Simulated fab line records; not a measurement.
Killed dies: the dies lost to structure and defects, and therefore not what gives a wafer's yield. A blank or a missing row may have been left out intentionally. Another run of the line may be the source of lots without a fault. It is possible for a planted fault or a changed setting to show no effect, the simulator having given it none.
Matching of chambers | flow n5 finfet | rie diel-04 running N5_BEOL_M14_TRENCH_ETCH_34: 4 sister chambers
The step etches SiO2 in C4F8/O2/Ar, target depth 556.65 nm, time 126.9 s. 7 wafers are shown with their chamber, then 9 later ones without.

== WAFERS WITH THEIR CHAMBER ==
wafer  | chamber | rf vpp V (V) | throttle valve pct (%)
L080.1 | 1       | 2287         | 31.27
L083.4 | 3       | 2223         | 30.73
L082.2 | 3       | 2222         | 30.74
L082.5 | 0       | 2252         | 30.61
L085.3 | 2       | 2117         | 31.24
L085.4 | 0       | 2252         | 30.61
L085.5 | 2       | 2116         | 31.24

== WAFERS WHOSE CHAMBER IS MISSING ==
wafer  | rf vpp V (V) | throttle valve pct (%)
L089.1 | 2223         | 30.77
L089.2 | 2287         | 31.27
L089.6 | 2286         | 31.27
L094.1 | 2222         | 30.74
L094.3 | 2116         | 31.24
L094.5 | 2222         | 30.73
L097.2 | 2286         | 31.29
L097.3 | 2116         | 31.25
L097.5 | 2117         | 31.26

== WHICH CHAMBER EACH WENT THROUGH ==
wafer  | from the rows above | in truth
L089.1 | 3                   | 3
L089.2 | 1                   | 1
L089.6 | 1                   | 1
L094.1 | 3                   | 3
L094.3 | 2                   | 2
L094.5 | 3                   | 3
L097.2 | 1                   | 1
L097.3 | 2                   | 2
L097.5 | 2                   | 2
Correct placement for 9 of the 9. Number that these rows cannot place: 0. Wrongly placed: 0.
How it was worked out, from the rows above alone: a wafer's distance from a chamber is the root of the sum, over the readings, of the square of ((its reading less the chamber's mean) divided by the reading's scatter). If the next closest chamber is less than 2 further off than the closest, the wafer can't be placed; otherwise it belongs to the closest. The mean given for a chamber averages the wafers shown for that chamber. How the scatter is found: for the shown wafers, subtract from each reading the mean of its chamber, square and add these, divide the total by (wafers less chambers), then take the root.
